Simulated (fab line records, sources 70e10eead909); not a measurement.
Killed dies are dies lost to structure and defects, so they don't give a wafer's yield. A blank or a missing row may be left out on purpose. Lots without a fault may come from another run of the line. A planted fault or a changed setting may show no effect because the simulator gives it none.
Chamber matching | flow nand_harc | NHARC_A_CHANNEL_FILL_D2_ALD_16 on ald_hk-03: 4 sister chambers
The step deposits SiO2, target thk 1.5 nm, pulse time 10 s, ald cycles 15. 18 wafers are shown with their chamber, then 9 later ones without.

WAFERS WITH THEIR CHAMBER
wafer  | chamber | heater_power_w (W) | precursor_pulse_height_rel
L455.3 | 0       | 418                | 0.980
L455.5 | 3       | 474                | 1.012
L455.6 | 2       | 374                | 0.967
L456.3 | 2       | 375                | 0.998
L456.4 | 3       | 462                | 0.981
L456.5 | 1       | 465                | 0.992
L458.1 | 3       | 465                | 0.986
L458.2 | 0       | 425                | 1.010
L458.3 | 1       | 464                | 1.019
L459.1 | 0       | 416                | 0.987
L459.3 | 3       | 470                | 1.020
L459.5 | 0       | 415                | 0.971
L460.3 | 2       | 383                | 0.997
L460.4 | 3       | 456                | 0.991
L460.5 | 2       | 375                | 0.981
L466.3 | 3       | 461                | 0.972
L466.4 | 1       | 449                | 0.987
L466.5 | 2       | 365                | 1.030

SIGNATURES (means of the wafers above)
reading                    | chamber 0 | chamber 1 | chamber 2 | chamber 3 | scatter within a chamber
heater_power_w             | 418.50    | 459.33    | 374.40    | 464.67    | 6.53
precursor_pulse_height_rel | 0.98700   | 0.99933   | 0.99460   | 0.99367   | 0.0196
Rule: a wafer's distance from a chamber is the root of the sum, over the readings, of the square of ((its reading less the chamber's mean) divided by the reading's scatter). The wafer belongs to the nearest chamber; if the next one is less than 2 further off, it can't be placed. The scatter: the root of (the sum of the squares of (reading less its chamber's mean) over the shown wafers, divided by (wafers less chambers)).

WAFERS WITHOUT THEIR CHAMBER
wafer  | heater_power_w (W) | precursor_pulse_height_rel
L470.1 | 457                | 1.013
L470.3 | 404                | 1.000
L470.5 | 446                | 0.958
L471.4 | 447                | 1.031
L471.5 | 451                | 0.993
L471.6 | 365                | 0.972
L475.2 | 444                | 0.958
L475.3 | 462                | 1.019
L475.5 | 446                | 0.981

WHICH CHAMBER EACH WENT THROUGH
wafer  | from the rows above          | in truth
L470.1 | can't be placed: 1 or 3      | 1
L470.3 | 0                            | 0
L470.5 | can't be placed: 1 or 3 or 0 | 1
L471.4 | can't be placed: 1 or 3      | 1
L471.5 | can't be placed: 1 or 3      | 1
L471.6 | 2                            | 2
L475.2 | can't be placed: 1 or 3 or 0 | 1
L475.3 | can't be placed: 1 or 3      | 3
L475.5 | can't be placed: 1 or 3 or 0 | 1
Placed correctly: 2 of 9. Can't be placed from these rows: 7 (the true chamber is among the candidates in 7). Placed wrongly: 0.
